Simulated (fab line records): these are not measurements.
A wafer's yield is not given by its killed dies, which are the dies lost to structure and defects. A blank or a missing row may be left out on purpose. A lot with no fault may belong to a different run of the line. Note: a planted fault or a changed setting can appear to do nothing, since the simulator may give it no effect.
fab line records + flow nandHarc
record
- lots=6
- wafers=18
- lastDay=33
route steps=1302 shown P_STI@78
lots untouched by any fault: they come from a run of this same line in which no faults occurred
startH: hours from the record's first day to the start of the lot's first wafer shown + waitH: how many hours have passed since the lot's step before this one + " unchanged from the row above + L1.1+2: a single row standing in for several wafers + - value missing, or start not given + * or withheld: withheld + < > ~ a bound
route shown NAME@n: names a module that has steps shown in the file, with the first one's number in the route + usual: mean/standard deviation taken from wafers without a fault + same: alike in all rows + chamber/n: place in a boat + sites: per-site readings + _std_site: standard deviation of those values + _edge_site: outer sites' mean less inner sites' + radiusMm: how far each site lies from the wafer's centre + mask NAME#n: copy n + behind: the most recent tool/chamber to have shaped the wafer + hold: cause of the lot's hold/its duration in hours/its outcome + device: whichever transistor did not switch (one of n, p or np) + end of line: tests of these same wafers at the route's end + for a step that has no rows: nothing shown but its recipe + killed: not the wafer's yield, but the dies lost to structure and defects at the first sort + map: a wafer's dies, marking killed ones x, the rest . and places with no die _
set.NAME: the run value of the setting; set.NAME@STEP: its run value at that earlier step + model.NAME: the simulator's own value behind a step, which no gauge read
lots at some steps of the route; a table a step, a row a wafer
services: a tool's chamber out of use, with start hour (startH, from the record's first day; less than 0 if before it), hours out, and reason
## steps
# step NHARC_P_STI_SOFTBAKE_04
# recipe
- tempC=125
- timeS=70
# step NHARC_P_STI_EBR_05
# step NHARC_P_STI_EXPOSE_06
# recipe
- na=0.55
- targetCdNm=200
- doseMj=37.69
- maskId=P_STI
# step NHARC_P_STI_PEB_07
# recipe
- pebTempC=128
- pebTimeS=80
# step NHARC_P_STI_DEVELOP_08
# recipe
- timeS=50
- devTempC=22
# step NHARC_P_STI_CD_MEAS_09
# recipe
- targetCdNm=200
- landingEnergyEv=500
# usual
- cdNm=199.1/2.5
| lot.wafer | tool     | chamber | startH | waitH | cdNm  |
|-----------|----------|---------|--------|-------|-------|
| L319.1    | cdSem-01 | 0       | 54.83  | -     | 201.5 |
| L319.4    | "        | 0       | "      | "     | 196.6 |
| L319.6    | "        | 0       | "      | "     | 199.3 |
| L320.1    | cdSem-01 | 0       | 65.97  | -     | 199.6 |
| L320.2    | "        | 0       | "      | "     | 200.8 |
| L320.4    | "        | 0       | "      | "     | 197.3 |
| L327.1    | cdSem-02 | 0       | 135.84 | -     | 198.6 |
| L327.2    | "        | 0       | "      | "     | 203.8 |
| L327.6    | "        | 0       | "      | "     | 200.0 |
| L330.3    | cdSem-01 | 0       | 162.43 | -     | 201.5 |
| L330.4    | "        | 0       | "      | "     | 197.4 |
| L330.6    | "        | 0       | "      | "     | 197.4 |
| L336.2    | cdSem-02 | 0       | 225.90 | -     | 197.5 |
| L336.3    | "        | 0       | "      | "     | 199.3 |
| L336.4    | "        | 0       | "      | "     | 198.4 |
| L341.2    | cdSem-01 | 0       | 275.76 | -     | 195.1 |
| L341.4    | "        | 0       | "      | "     | 198.8 |
| L341.5    | "        | 0       | "      | "     | 199.4 |
# step NHARC_P_STI_OVL_MEAS_10
# usual
- overlayXNm=0/6
- overlayYNm=1/6.5
| lot.wafer | tool       | chamber | startH | waitH | overlayXNm | overlayYNm |
|-----------|------------|---------|--------|-------|------------|------------|
| L319.1    | overlay-02 | -       | 54.92  | -     | -5         | 8          |
| L319.4    | "          | -       | "      | "     | -5         | 7          |
| L319.6    | "          | -       | "      | "     | -5         | 7          |
| L320.1    | overlay-02 | -       | 66.06  | -     | 3          | -4         |
| L320.2    | "          | -       | "      | "     | 3          | -4         |
| L320.4    | "          | -       | "      | "     | 3          | -3         |
| L327.1    | overlay-01 | -       | 135.93 | -     | 6          | 10         |
| L327.2    | "          | -       | "      | "     | 6          | 10         |
| L327.6    | "          | -       | "      | "     | 6          | 10         |
| L330.3    | overlay-02 | -       | 162.51 | -     | 1          | -5         |
| L330.4    | "          | -       | "      | "     | 1          | -5         |
| L330.6    | "          | -       | "      | "     | 1          | -5         |
| L336.2    | overlay-02 | -       | 225.99 | -     | 5          | -7         |
| L336.3    | "          | -       | "      | "     | 5          | -7         |
| L336.4    | "          | -       | "      | "     | 5          | -7         |
| L341.2    | overlay-02 | -       | 275.85 | -     | -1         | 5          |
| L341.4    | "          | -       | "      | "     | 0          | 5          |
| L341.5    | "          | -       | "      | "     | 0          | 5          |
# step NHARC_P_STI_INSPECT_11
# usual
- rawDefectCount=5.2/2.6
| lot.wafer | tool             | chamber | startH | waitH | rawDefectCount |
|-----------|------------------|---------|--------|-------|----------------|
| L319.1    | defectInspect-02 | -       | 54.95  | 0.0   | 3              |
| L319.4    | "                | -       | "      | "     | 5              |
| L319.6    | "                | -       | "      | "     | 4              |
| L320.1    | defectInspect-02 | -       | 66.10  | 0.0   | 3              |
| L320.2    | "                | -       | "      | "     | 11             |
| L320.4    | "                | -       | "      | "     | 6              |
| L327.1    | defectInspect-02 | -       | 135.96 | 0.0   | 4              |
| L327.2    | "                | -       | "      | "     | 12             |
| L327.6    | "                | -       | "      | "     | 3              |
| L330.3    | defectInspect-02 | -       | 162.55 | 0.0   | 2              |
| L330.4    | "                | -       | "      | "     | 5              |
| L330.6    | "                | -       | "      | "     | 10             |
| L336.2    | defectInspect-02 | -       | 226.03 | 0.0   | 7              |
| L336.3    | "                | -       | "      | "     | 6              |
| L336.4    | "                | -       | "      | "     | 2              |
| L341.2    | defectInspect-01 | -       | 275.88 | 0.0   | 7              |
| L341.4    | "                | -       | "      | "     | 1              |
| L341.5    | "                | -       | "      | "     | 5              |
# step NHARC_P_STI_HARDBAKE_13
# recipe
- tempC=118
- timeS=65
# step NHARC_P_STI_DESCUM_14
# recipe
- timeS=3
- o2FlowSccm=200
- arFlowSccm=0
- biasPowerW=0
- chemistry=O2
# usual
- drypumpMotorCurrentA=5.7/0.48
- oesProductAu=0.998/0.0094
- rfVppV=57.9/0.96
- showerheadPlenumPTorr=1.94/0.095
- throttleValvePct=11.311/0.01
| lot.wafer | tool       | chamber | startH | waitH | drypumpMotorCurrentA | oesProductAu | rfHoursCounterH | rfVppV | showerheadPlenumPTorr | throttleValvePct |
|-----------|------------|---------|--------|-------|----------------------|--------------|-----------------|--------|-----------------------|------------------|
| L319.1    | rieDiel-02 | 0       | 55.10  | -     | 5.8                  | 0.998        | 0               | 59.5   | 2.07                  | 11.295           |
| L319.4    | "          | 1       | "      | "     | 5.1                  | 0.989        | 0               | 58.3   | 1.79                  | 11.305           |
| L319.6    | "          | 0       | "      | "     | 5.8                  | 0.989        | -               | 59.0   | 2.07                  | 11.323           |
| L320.1    | rieDiel-12 | 2       | 66.24  | -     | 5.7                  | 0.993        | 7               | 57.5   | 1.86                  | 11.323           |
| L320.2    | "          | 3       | "      | "     | 5.0                  | 0.983        | 8               | 57.7   | 2.02                  | 11.310           |
| L320.4    | "          | 2       | "      | "     | 5.7                  | 0.992        | -               | 56.7   | 1.86                  | 11.305           |
| L327.2    | rieDiel-05 | 0       | 136.10 | -     | 5.3                  | 0.994        | 9               | 57.1   | 1.98                  | 11.313           |
| L327.1    | "          | 3       | "      | "     | 6.3                  | 0.980        | 9               | 56.8   | 1.78                  | 11.317           |
| L327.6    | "          | 1       | "      | "     | 6.3                  | 0.977        | -               | 58.0   | 1.93                  | 11.320           |
| L330.4    | rieDiel-05 | 0       | 162.68 | -     | 5.3                  | 0.995        | 11              | 59.1   | 1.98                  | 11.313           |
| L330.3    | "          | 2       | "      | "     | 5.7                  | 0.984        | 4               | 58.3   | 2.00                  | 11.331           |
| L330.6    | "          | 1       | "      | "     | 6.3                  | 0.981        | -               | 58.3   | 1.93                  | 11.309           |
| L336.3    | rieDiel-05 | 2       | 226.17 | -     | 5.8                  | 0.987        | 8               | 58.3   | 2.00                  | 11.309           |
| L336.2    | "          | 3       | "      | "     | 6.3                  | 0.989        | 15              | 57.6   | 1.78                  | 11.313           |
| L336.4    | "          | 0       | "      | "     | 5.3                  | 0.996        | 16              | 57.2   | 1.97                  | 11.314           |
| L341.4    | rieDiel-05 | 3       | 276.02 | -     | 6.3                  | 1.001        | 3               | 57.6   | 1.78                  | 11.309           |
| L341.2    | "          | 1       | "      | "     | 6.3                  | 1.010        | 3               | 57.0   | 1.93                  | 11.295           |
| L341.5    | "          | 0       | "      | "     | 5.3                  | 0.996        | -               | 60.2   | 1.97                  | 11.303           |
# step NHARC_P_STI_ETCH_42
# recipe
- targetDepthA=800
- overetchA=240
- timeS=61
- ionEnergyEv=200
- n2FlowSccm=150
- h2FlowSccm=150
- arFlowSccm=0
- rfW=400
- biasW=150
- chemistry=N2/H2
# usual
- drypumpMotorCurrentA=5.7/0.49
- n2FlowSccm=150.1/0.45
- oesProductAu=0.998/0.0076
- rfFwdPowerW=395.9/1.6
- rfVppV=431/3
- showerheadPlenumPTorr=2.07/0.1
- throttleValvePct=14.170/0.0098
| lot.wafer | tool       | chamber | startH | waitH | drypumpMotorCurrentA | n2FlowSccm | oesProductAu | rfFwdPowerW | rfHoursCounterH | rfVppV | showerheadPlenumPTorr | throttleValvePct |
|-----------|------------|---------|--------|-------|----------------------|------------|--------------|-------------|-----------------|--------|-----------------------|------------------|
| L319.4    | rieDiel-02 | 0       | 55.18  | 0.1   | 5.8                  | 150.0      | 0.987        | 396.7       | 0               | 435    | 2.21                  | 14.156           |
| L319.1    | "          | 2       | "      | "     | 5.2                  | 150.2      | 1.002        | 397.4       | 0               | 433    | 2.10                  | 14.178           |
| L319.6    | "          | 0       | "      | "     | 5.8                  | 150.1      | 0.994        | 397.6       | -               | 434    | 2.21                  | 14.164           |
| L320.1    | rieDiel-12 | 3       | 66.33  | 0.1   | 5.0                  | 150.0      | 0.990        | 395.4       | 8               | 434    | 2.16                  | 14.160           |
| L320.2    | "          | 1       | "      | "     | 6.3                  | 149.7      | 0.990        | 394.3       | 3               | 434    | 2.18                  | 14.166           |
| L320.4    | "          | 3       | "      | "     | 5.0                  | 150.1      | 0.989        | 395.1       | -               | 434    | 2.15                  | 14.167           |
| L327.2    | rieDiel-05 | 0       | 136.21 | 0.1   | 5.3                  | 150.0      | 0.996        | 396.2       | 9               | 432    | 2.11                  | 14.175           |
| L327.1    | "          | 1       | "      | "     | 6.3                  | 150.4      | 0.988        | 395.5       | 9               | 431    | 2.06                  | 14.176           |
| L327.6    | "          | 1       | "      | "     | 6.3                  | 149.3      | 0.993        | 398.0       | -               | 431    | 2.06                  | 14.174           |
| L330.4    | rieDiel-05 | 0       | 162.78 | 0.1   | 5.3                  | 149.9      | 0.994        | 395.6       | 11              | 434    | 2.11                  | 14.176           |
| L330.3    | "          | 1       | "      | "     | 6.3                  | 149.5      | 0.989        | 397.7       | 11              | 433    | 2.06                  | 14.176           |
| L330.6    | "          | 3       | "      | "     | 6.3                  | 150.8      | 0.996        | 391.9       | -               | 426    | 1.89                  | 14.169           |
| L336.4    | rieDiel-05 | 2       | 226.25 | 0.1   | 5.8                  | 149.9      | 0.992        | 397.6       | 8               | 434    | 2.14                  | 14.183           |
| L336.2    | "          | 0       | "      | "     | 5.3                  | 150.5      | 1.002        | 395.9       | 16              | 432    | 2.11                  | 14.164           |
| L336.3    | "          | 1       | "      | "     | 6.3                  | 149.7      | 0.995        | 396.8       | 14              | 431    | 2.06                  | 14.168           |
| L341.2    | rieDiel-05 | 0       | 276.11 | 0.1   | 5.3                  | 149.5      | 0.998        | 397.2       | 3               | 433    | 2.11                  | 14.175           |
| L341.4    | "          | 1       | "      | "     | 6.3                  | 149.5      | 0.998        | 395.3       | 3               | 429    | 2.06                  | 14.175           |
| L341.5    | "          | 0       | "      | "     | 5.3                  | 150.1      | 1.011        | 396.5       | -               | 431    | 2.11                  | 14.173           |
# step NHARC_P_STI_ETCH_31
# recipe
- targetDepthA=1089
- timeS=54.5
- cf4FlowSccm=100
- chf3FlowSccm=30
- arFlowSccm=0
- rfW=500
- biasW=200
- chemistry=CF4/CHF3
# usual
- drypumpMotorCurrentA=5.7/0.48
- oesProductAu=0.955/0.019
- rfFwdPowerW=494.3/1.7
- rfVppV=371.2/2.6
- showerheadPlenumPTorr=1.59/0.072
- throttleValvePct=16.803/0.0086
| lot.wafer | tool       | chamber | startH | waitH | drypumpMotorCurrentA | oesProductAu | rfFwdPowerW | rfHoursCounterH | rfVppV | showerheadPlenumPTorr | throttleValvePct |
|-----------|------------|---------|--------|-------|----------------------|--------------|-------------|-----------------|--------|-----------------------|------------------|
| L319.1    | rieDiel-02 | 3       | -      | -     | 5.1                  | 0.954        | 493.2       | 0               | 372.6  | 1.64                  | 16.806           |
| L319.4    | "          | 0       | "      | "     | 5.8                  | 0.960        | 496.4       | 0               | 374.6  | 1.69                  | 16.787           |
| L319.6    | "          | 3       | "      | "     | 5.1                  | 0.968        | 496.3       | -               | 374.1  | 1.64                  | 16.803           |
| L320.1    | rieDiel-12 | 2       | -      | -     | 5.7                  | 0.959        | 494.4       | 7               | 370.3  | 1.53                  | 16.801           |
| L320.2    | "          | 1       | "      | "     | 6.2                  | 0.944        | 494.3       | 3               | 372.8  | 1.67                  | 16.781           |
| L320.4    | "          | 2       | "      | "     | 5.7                  | 0.965        | 492.8       | -               | 370.0  | 1.53                  | 16.818           |
| L327.1    | rieDiel-05 | 0       | -      | -     | 5.3                  | 0.949        | 494.6       | 9               | 373.1  | 1.62                  | 16.802           |
| L327.2    | "          | 3       | "      | "     | 6.3                  | 0.939        | 493.0       | 9               | 366.0  | 1.47                  | 16.811           |
| L327.6    | "          | 0       | "      | "     | 5.3                  | 0.942        | 493.3       | -               | 373.1  | 1.62                  | 16.806           |
| L330.3    | rieDiel-05 | 2       | -      | -     | 5.7                  | 0.916        | 491.8       | 4               | 371.5  | 1.64                  | 16.805           |
| L330.4    | "          | 1       | "      | "     | 6.3                  | 0.916        | 495.0       | 11              | 370.0  | 1.59                  | 16.810           |
| L330.6    | "          | 2       | "      | "     | 5.8                  | 0.911        | 493.4       | -               | 373.0  | 1.64                  | 16.810           |
| L336.3    | rieDiel-05 | 1       | -      | -     | 6.3                  | 0.952        | 493.6       | 14              | 370.2  | 1.59                  | 16.804           |
| L336.4    | "          | 2       | "      | "     | 5.8                  | 0.955        | 493.7       | 8               | 373.5  | 1.64                  | 16.817           |
| L336.2    | "          | 0       | "      | "     | 5.3                  | 0.971        | 497.6       | 16              | 372.1  | 1.62                  | 16.810           |
| L341.2    | rieDiel-05 | 1       | -      | -     | 6.3                  | 0.978        | 492.9       | 3               | 370.5  | 1.59                  | 16.804           |
| L341.4    | "          | 3       | "      | "     | 6.3                  | 0.959        | 493.2       | 3               | 366.3  | 1.47                  | 16.796           |
| L341.5    | "          | 1       | "      | "     | 6.2                  | 0.973        | 496.2       | -               | 370.5  | 1.59                  | 16.806           |
# step NHARC_P_STI_ETCH_15
# recipe
- targetDepthA=3000
- taperDeg=4
- timeS=100.1
- hbrFlowSccm=150
- cl2FlowSccm=50
- rfW=400
- icpW=400
- biasW=100
- chemistry=HBr/Cl2
# usual
- drypumpMotorCurrentA=5.8/0.48
- mfcCl2Sccm=49.97/0.16
- oesProductAu=1.002/0.012
- rfFwdPowerW=397.6/1.3
- throttleValvePct=26.405/0.0093
| lot.wafer | tool     | chamber | startH | waitH | drypumpMotorCurrentA | mfcCl2Sccm | oesProductAu | rfFwdPowerW | rfHoursCounterH | throttleValvePct | model.P_STI.featureDepthNm |
|-----------|----------|---------|--------|-------|----------------------|------------|--------------|-------------|-----------------|------------------|----------------------------|
| L319.1    | rieSi-04 | 0       | 55.38  | -     | 5.2                  | 49.90      | 1.030        | 399.6       | 0.26            | 26.400           | 312.2                      |
| L319.4    | "        | 1       | "      | "     | 6.2                  | 49.75      | 1.013        | 396.9       | 0.42            | 26.407           | 304.2                      |
| L319.6    | "        | 0       | "      | "     | 5.3                  | 49.89      | 1.022        | 400.6       | -               | 26.403           | 312.2                      |
| L320.1    | rieSi-05 | 3       | 66.56  | -     | 6.2                  | 49.90      | 0.999        | 396.4       | 0.68            | 26.402           | 300.5                      |
| L320.4    | "        | 0       | "      | "     | 6.4                  | 49.82      | 1.007        | 398.8       | 0.66            | 26.414           | 304                        |
| L320.2    | "        | 1       | "      | "     | 6.4                  | 49.92      | 0.980        | 398.8       | 0.77            | 26.407           | 290.2                      |
| L327.1    | rieSi-04 | 2       | 136.41 | -     | 6.3                  | 50.14      | 1.269        | 397.1       | 0.81            | 26.400           | 423.3                      |
| L327.2    | "        | 3       | "      | "     | 5.3                  | 50.12      | 1.249        | 399.1       | 0.93            | 26.419           | 418.1                      |
| L327.6    | "        | 2       | "      | "     | 6.3                  | 50.03      | 0.993        | 398.2       | -               | 26.403           | 300.2                      |
| L330.4    | rieSi-04 | 0       | 162.96 | -     | 5.3                  | 49.78      | 1.281        | 397.9       | 0.86            | 26.382           | 430.2                      |
| L330.3    | "        | 1       | "      | "     | 6.2                  | 49.79      | 1.013        | 398.4       | 1.01            | 26.401           | 306.5                      |
| L330.6    | "        | 1       | "      | "     | 6.2                  | 49.94      | 1.012        | 397.3       | -               | 26.391           | 306.3                      |
| L336.4    | rieSi-05 | 2       | 226.44 | -     | 5.4                  | 49.98      | 0.994        | 397.9       | 0.60            | 26.399           | 299.7                      |
| L336.2    | "        | 3       | "      | "     | 6.2                  | 50.16      | 1.008        | 398.7       | 0.60            | 26.408           | 302.7                      |
| L336.3    | "        | 0       | "      | "     | 6.4                  | 49.80      | 1.009        | 398.1       | 0.65            | 26.401           | 307.4                      |
| L341.4    | rieSi-01 | 2       | 276.31 | -     | 5.4                  | 50.04      | 1.002        | 396.0       | 0.54            | 26.403           | 301.9                      |
| L341.2    | "        | 3       | "      | "     | 5.1                  | 49.76      | 1.026        | 398.1       | 0.48            | 26.399           | 311.7                      |
| L341.5    | "        | 2       | "      | "     | 5.5                  | 50.05      | 1.012        | 396.9       | -               | 26.407           | 304.4                      |
# step NHARC_P_STI_CD_MEAS_16
# usual
- cdNm=198.2/2.8
| lot.wafer | tool     | chamber | startH | waitH | cdNm  |
|-----------|----------|---------|--------|-------|-------|
| L319.1    | cdSem-01 | -       | 55.54  | -     | 199.5 |
| L319.4    | "        | -       | "      | "     | 195.6 |
| L319.6    | "        | -       | "      | "     | 197.0 |
| L320.1    | cdSem-03 | -       | 66.70  | -     | 198.1 |
| L320.2    | "        | -       | "      | "     | 198.2 |
| L320.4    | "        | -       | "      | "     | 195.6 |
| L327.1    | cdSem-01 | -       | 136.57 | -     | 198.0 |
| L327.2    | "        | -       | "      | "     | 203.4 |
| L327.6    | "        | -       | "      | "     | 198.9 |
| L330.3    | cdSem-03 | -       | 163.13 | -     | 201.2 |
| L330.4    | "        | -       | "      | "     | 197.1 |
| L330.6    | "        | -       | "      | "     | 197.8 |
| L336.2    | cdSem-03 | -       | 226.60 | -     | 196.2 |
| L336.3    | "        | -       | "      | "     | 198.7 |
| L336.4    | "        | -       | "      | "     | 198.9 |
| L341.2    | cdSem-01 | -       | 276.46 | -     | 194.9 |
| L341.4    | "        | -       | "      | "     | 197.4 |
| L341.5    | "        | -       | "      | "     | 198.7 |
# step NHARC_P_STI_OCD_MEAS_17
# usual
- trenchDepthNm=302/5.2
- trenchFootCdNm=156.9/2.5
| lot.wafer | tool   | chamber | startH | waitH | trenchDepthNm | trenchFootCdNm |
|-----------|--------|---------|--------|-------|---------------|----------------|
| L319.1    | ocd-02 | -       | 55.63  | 0.1   | 312           | 157.8          |
| L319.4    | "      | -       | "      | "     | 304           | 154.2          |
| L319.6    | "      | -       | "      | "     | 312           | 154.9          |
| L320.1    | ocd-01 | -       | 66.79  | 0.1   | 300           | 157.9          |
| L320.2    | "      | -       | "      | "     | 290           | 159.3          |
| L320.4    | "      | -       | "      | "     | 305           | 155.0          |
| L327.1    | ocd-02 | -       | 136.66 | 0.1   | 423           | 138.5          |
| L327.2    | "      | -       | "      | "     | 418           | 145.0          |
| L327.6    | "      | -       | "      | "     | 300           | 158.2          |
| L330.3    | ocd-02 | -       | 163.22 | 0.1   | 307           | 158.3          |
| L330.4    | "      | -       | "      | "     | 430           | 137.0          |
| L330.6    | "      | -       | "      | "     | 307           | 154.2          |
| L336.2    | ocd-01 | -       | 226.69 | 0.1   | 303           | 155.2          |
| L336.3    | "      | -       | "      | "     | 307           | 156.0          |
| L336.4    | "      | -       | "      | "     | 300           | 156.6          |
| L341.2    | ocd-02 | -       | 276.55 | 0.1   | 312           | 151.7          |
| L341.4    | "      | -       | "      | "     | 302           | 156.5          |
| L341.5    | "      | -       | "      | "     | 304           | 157.0          |
# step NHARC_P_STI_STRIP_19
# recipe
- timeS=900
- tempC=130
- chemistry=SPM
## services
| tool       | chamber | startH | hours | kind   |
|------------|---------|--------|-------|--------|
| rieDiel-02 | -       | 39.91  | 9.0   | pm     |
| rieDiel-05 | -       | 52.60  | 9.0   | pm     |
| rieDiel-12 | 3       | 66.93  | 14.1  | repair |
| rieSi-04   | 0       | 70.76  | 12.9  | repair |
| rieSi-05   | 3       | 73.62  | 6.7   | repair |
| rieDiel-12 | -       | 91.41  | 9.0   | pm     |
| rieDiel-05 | 2       | 97.60  | 60.3  | repair |
| rieDiel-02 | 0       | 100.11 | 9.1   | repair |
| rieSi-05   | 3       | 110.95 | 7.1   | repair |
| rieDiel-05 | 1       | 112.74 | 5.0   | repair |
| rieDiel-12 | 3       | 114.30 | 10.8  | repair |
| rieSi-04   | -       | 121.03 | 0.1   | repair |
| rieSi-05   | -       | 128.00 | 9.0   | pm     |
| rieDiel-12 | 3       | 128.45 | 1.8   | repair |
| rieDiel-12 | 2       | 144.19 | 3.2   | repair |
| rieDiel-02 | 2       | 154.24 | 8.4   | repair |
| rieSi-04   | -       | 165.02 | 9.0   | pm     |
| rieDiel-05 | -       | 192.08 | 1.6   | repair |
| rieDiel-05 | 1       | 212.58 | 10.1  | repair |
| rieDiel-02 | -       | 216.91 | 9.0   | pm     |
| rieDiel-12 | 0       | 225.00 | 9.4   | repair |
| rieDiel-05 | -       | 229.60 | 9.0   | pm     |
| rieDiel-02 | 0       | 262.13 | 3.0   | repair |
| rieDiel-12 | -       | 268.41 | 9.0   | pm     |
## key
firstSign
- step=NHARC_P_STI_ETCH_15
- reading=oesProductAu
- direction=up
- sigmas=21
- usual=1.002
- struck=1.266
effect
- step=NHARC_P_STI_OCD_MEAS_17
- reading=trenchDepthNm
- direction=up
- sigmas=23
- usual=302
- struck=424
modelEffect
- step=NHARC_P_STI_ETCH_15
- value=P_STI.featureDepthNm
- without=302.6
- struck=423.9
metAt NHARC_P_STI_ETCH_15
struckWafers L327.1,L327.2,L330.4
testerLeftOut L327,L330
onsetBetween 55.38 136.41
fault
- kind=processParameterDrift
- tool=rieSi-04
- chamber=-
- onsetH=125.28
- steps=NHARC_P_STI_ETCH_15
- channel=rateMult
- offset=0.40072
- shape=step
- endH=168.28
- scope=struckWafersOnly
# testerLeftOut: of these lots the tester's yield and bins aren't shown, on N5 and GAA mostly nor the transistor test; their killed dies are dies lost to structure and defects alone, not to doping, threshold or leakage, so they don't give the yield
